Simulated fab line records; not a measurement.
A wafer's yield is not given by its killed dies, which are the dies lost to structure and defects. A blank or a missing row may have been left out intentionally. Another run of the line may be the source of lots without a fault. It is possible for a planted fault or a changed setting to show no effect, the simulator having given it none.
Matching of chambers + flow n5 finfet + ald metal-01 running N5_HKMG_FIN_ALD_79: 4 sister chambers
The step deposits TiN, target thk 1.5 nm, pulse time 1 s, purge time 3 s. 14 wafers are shown with their chamber, then 7 later ones without.

== WAFERS WITH THEIR CHAMBER ==
| wafer  | chamber | heater power w (W) | chamber pressure Torr (Torr) | precursor pulse height rel |
|--------|---------|--------------------|------------------------------|----------------------------|
| L076.3 | 3       | 892                | 3.008                        | 1.016                      |
| L076.4 | 1       | 802                | 3.002                        | 1.033                      |
| L076.6 | 3       | 913                | 3.006                        | 1.017                      |
| L078.1 | 2       | 723                | 2.997                        | 0.979                      |
| L078.2 | 1       | 808                | 2.994                        | 0.998                      |
| L078.5 | 0       | 1058               | 2.995                        | 1.015                      |
| L089.1 | 2       | 714                | 3.013                        | 1.029                      |
| L089.2 | 0       | 1065               | 3.002                        | 1.002                      |
| L089.6 | 0       | 1076               | 2.999                        | 0.991                      |
| L090.1 | 0       | 1070               | 3.006                        | 1.004                      |
| L090.4 | 3       | 912                | 2.990                        | 1.007                      |
| L090.5 | 1       | 827                | 2.996                        | 1.016                      |
| L091.1 | 3       | 928                | 2.995                        | 1.012                      |
| L091.4 | 0       | 1100               | 3.000                        | 1.013                      |

SIGNATURES, as means of the wafers listed above
| reading                    | chamber 0 | chamber 1 | chamber 2 | chamber 3 | scatter within a chamber |
|----------------------------|-----------|-----------|-----------|-----------|--------------------------|
| heater power w             | 1073.80   | 812.33    | 718.50    | 911.25    | 14.4                     |
| chamber pressure Torr      | 3.00040   | 2.99733   | 3.00500   | 2.99975   | 0.00673                  |
| precursor pulse height rel | 1.00500   | 1.01567   | 1.00400   | 1.01300   | 0.0151                   |
Rule: for a wafer and a chamber, the distance is found by dividing, reading by reading, the gap between the wafer's reading and the chamber's mean by the reading's scatter, squaring, summing and taking the root. The wafer belongs to the nearest chamber; if the next one is less than 2 further off, it can't be placed. The scatter: take each reading less its chamber's mean, square it, sum over the shown wafers, divide by the number of wafers less the number of chambers, and take the root.

== WAFERS WITHOUT THEIR CHAMBER ==
| wafer  | heater power w (W) | chamber pressure Torr (Torr) | precursor pulse height rel |
|--------|--------------------|------------------------------|----------------------------|
| L091.5 | 715                | 3.015                        | 1.008                      |
| L092.2 | 895                | 3.005                        | 1.002                      |
| L092.3 | 827                | 3.002                        | 1.008                      |
| L092.6 | 832                | 3.007                        | 1.032                      |
| L094.2 | 1065               | 2.993                        | 0.995                      |
| L094.3 | 817                | 3.002                        | 0.991                      |
| L094.4 | 705                | 3.001                        | 1.023                      |

== EACH ONE'S CHAMBER ==
| wafer  | from the rows above | in truth |
|--------|---------------------|----------|
| L091.5 | 2                   | 2        |
| L092.2 | 3                   | 3        |
| L092.3 | 1                   | 1        |
| L092.6 | 1                   | 1        |
| L094.2 | 0                   | 0        |
| L094.3 | 1                   | 1        |
| L094.4 | 2                   | 2        |
Correctly placed: 7 of 7. Not placeable from these rows: 0. 0 placed wrongly.
